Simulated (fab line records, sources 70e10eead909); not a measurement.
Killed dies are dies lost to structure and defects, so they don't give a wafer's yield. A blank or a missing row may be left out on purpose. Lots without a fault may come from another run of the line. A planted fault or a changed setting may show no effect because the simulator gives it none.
Chamber matching | flow nand_harc | NHARC_A_STAIRCASE_TRIM_229 on rie_diel-08: 4 sister chambers
The step chemistry O2, time 211.2 s. 8 wafers are shown with their chamber, then 7 later ones without.

WAFERS WITH THEIR CHAMBER
wafer  | chamber | drypump_motor_current_A (A) | showerhead_plenum_p_Torr (Torr)
L075.2 | 3       | 6.1                         | 3.64
L082.2 | 1       | 5.2                         | 3.45
L082.6 | 2       | 5.6                         | 3.27
L087.1 | 0       | 5.6                         | 3.59
L087.2 | 1       | 5.2                         | 3.45
L087.3 | 2       | 5.7                         | 3.80
L089.2 | 0       | 5.5                         | 3.59
L089.4 | 3       | 6.0                         | 3.63

WAFERS WITHOUT THEIR CHAMBER
wafer  | drypump_motor_current_A (A) | showerhead_plenum_p_Torr (Torr)
L089.5 | 6.0                         | 3.62
L091.3 | 5.2                         | 3.44
L091.4 | 5.6                         | 3.59
L091.6 | 6.0                         | 3.62
L096.1 | 5.2                         | 3.44
L096.4 | 6.0                         | 3.62
L096.6 | 5.2                         | 3.44

WHICH CHAMBER EACH WENT THROUGH
wafer  | from the rows above     | in truth
L089.5 | 3                       | 3
L091.3 | 1                       | 1
L091.4 | can't be placed: 0 or 2 | 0
L091.6 | 3                       | 3
L096.1 | 1                       | 1
L096.4 | 3                       | 3
L096.6 | 1                       | 1
Placed correctly: 6 of 7. Can't be placed from these rows: 1 (the true chamber is among the candidates in 1). Placed wrongly: 0.
How it was worked out, from the rows above alone: a wafer's distance from a chamber is the root of the sum, over the readings, of the square of ((its reading less the chamber's mean) divided by the reading's scatter). The wafer belongs to the nearest chamber; if the next one is less than 2 further off, it can't be placed. A chamber's mean is the mean of its shown wafers. The scatter: the root of (the sum of the squares of (reading less its chamber's mean) over the shown wafers, divided by (wafers less chambers)).
